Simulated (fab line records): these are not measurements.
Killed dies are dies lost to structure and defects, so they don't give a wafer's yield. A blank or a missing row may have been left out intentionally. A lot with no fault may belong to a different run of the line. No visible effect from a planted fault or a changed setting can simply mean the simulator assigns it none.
The same fault as seen by 2 desks | flow nand harc | numbers are kept per desk, each desk with only its own; the story behind them comes last

THE METROLOGY DESK
What the gauges read, lot by lot, whatever tool the lot ran on: means of the sampled wafers that have a number. If a lot's mean is further than 4 standard deviations from the usual mean, the lot is out of limits and carries the mark OUT (the distance appears in the brackets).
Columns: A = cd nm at NHARC_A_CHANNEL_HOLE_D2_CD_MEAS_10, usual 100.0 nm; B = cd nm at NHARC_A_CHANNEL_HOLE_D2_CD_MEAS_31, usual 89.9 nm
lot  | first seen here | A                | B
L334 | day 16 21:22    | 100.5            | 90.7
L332 | day 16 22:19    | 105.2 (+9.7) OUT | 94.5
L333 | day 17 06:43    | 104.6 (+8.6) OUT | 94.6
L335 | day 17 21:52    | 104.4 (+8.2) OUT | 94.8
L338 | day 18 08:10    | 100.1            | 89.9
L343 | day 20 05:34    | 99.1             | 89.1
L344 | day 21 10:16    | 99.5             | 89.7
L346 | day 22 02:08    | 100.4            | 92.2
L345 | day 22 03:37    | 99.7             | 89.3
L348 | day 22 15:02    | 100.0            | 88.6
L347 | day 22 16:25    | 100.5            | 91.7
This desk finds L332, L333, L335 out of limits, L332 being first, at day 16 22:19 (cd nm at NHARC_A_CHANNEL_HOLE_D2_CD_MEAS_10). L334, L338, L343, L344, L346, L345, L348, L347: within limits.

THE DEFECT DESK
Counts from the inspections along the route, per lot, as means over the sampled wafers that have a number. If a lot's mean is further than 4 standard deviations from the usual mean, the lot is out of limits and carries the mark OUT (the distance appears in the brackets).
Columns: A = raw defect count at NHARC_A_CHANNEL_HOLE_D2_INSPECT_12, usual 34
lot  | first seen here | A
L334 | day 17 04:06    | 54
L332 | day 17 04:10    | 10
L333 | day 17 06:50    | 9
L335 | day 17 21:59    | 57
L338 | day 18 08:17    | 53
L343 | day 20 05:41    | 16
L344 | day 21 10:23    | 15
L346 | day 22 02:15    | 3
L345 | day 22 03:44    | 16
L348 | day 22 15:09    | 19
L347 | day 22 16:32    | 4
Result from this desk: across the 11 lots, nothing is out of limits.

ALL TOGETHER
The metrology desk could have raised an alarm at day 16 22:19, on L332, L333, L335.
Nothing the defect desk looked at was out of limits.
The defect desk has L332, L333, L335 on record, within its limits.
Of the lots named, all ran NHARC_A_CHANNEL_HOLE_D2_PEB_08 on litho track-06.

WHAT THE SIMULATOR HAD PUT IN
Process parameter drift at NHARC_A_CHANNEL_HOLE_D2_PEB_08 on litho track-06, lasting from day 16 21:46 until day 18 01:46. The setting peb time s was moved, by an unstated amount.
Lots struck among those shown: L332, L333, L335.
Delay in hours, fault start to first out-of-limits reading, per desk: metrology desk 1.
